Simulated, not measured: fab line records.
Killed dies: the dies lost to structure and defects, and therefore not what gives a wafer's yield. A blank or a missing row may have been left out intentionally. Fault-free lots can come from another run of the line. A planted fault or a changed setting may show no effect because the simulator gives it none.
Chamber matching | flow nand_harc | 4 sister chambers for NHARC_A_SLIT_DESCUM_14 on rie_diel-07
The step chemistry O2, time 3 s. 8 wafers are shown with their chamber, then 12 later ones without.

== EACH WAFER AND ITS CHAMBER ==
wafer  | chamber | drypump_motor_current_A (A) | oes_product_au (a.u.)
L088.1 | 0       | 5.4                         | 0.987
L088.2 | 2       | 5.6                         | 1.001
L088.3 | 3       | 6.3                         | 1.014
L088.5 | 1       | 5.2                         | 0.991
L088.6 | 0       | 5.4                         | 0.985
L090.2 | 2       | 5.6                         | 1.000
L090.4 | 1       | 5.2                         | 0.998
L090.5 | 3       | 6.4                         | 0.993

== WAFERS MISSING THEIR CHAMBER ==
wafer  | drypump_motor_current_A (A) | oes_product_au (a.u.)
L090.1 | 5.4                         | 1.000
L090.3 | 6.3                         | 1.009
L090.6 | 5.6                         | 1.006
L093.1 | 5.2                         | 0.993
L093.2 | 6.3                         | 0.995
L093.3 | 5.6                         | 1.002
L093.4 | 5.4                         | 1.001
L093.5 | 5.6                         | 0.999
L093.6 | 5.2                         | 0.990
L094.2 | 5.4                         | 1.009
L094.3 | 5.6                         | 1.005
L094.4 | 6.3                         | 1.010

== EACH ONE'S CHAMBER ==
wafer  | from the rows above | in truth
L090.1 | 0                   | 0
L090.3 | 3                   | 3
L090.6 | 2                   | 2
L093.1 | 1                   | 1
L093.2 | 3                   | 3
L093.3 | 2                   | 2
L093.4 | 0                   | 0
L093.5 | 2                   | 2
L093.6 | 1                   | 1
L094.2 | 0                   | 0
L094.3 | 2                   | 2
L094.4 | 3                   | 3
Correctly placed: 12 of 12. Can't be placed from these rows: 0. Wrongly placed: 0.
How it was worked out, from the rows above alone: a wafer's distance from a chamber is the root of the sum, over the readings, of the square of ((its reading less the chamber's mean) divided by the reading's scatter). If the next closest chamber is less than 2 further off than the closest, the wafer can't be placed; otherwise it belongs to the closest. For every chamber, the mean is computed from those of its wafers that are shown. The scatter: the root of (the sum of the squares of (reading less its chamber's mean) over the shown wafers, divided by (wafers less chambers)).
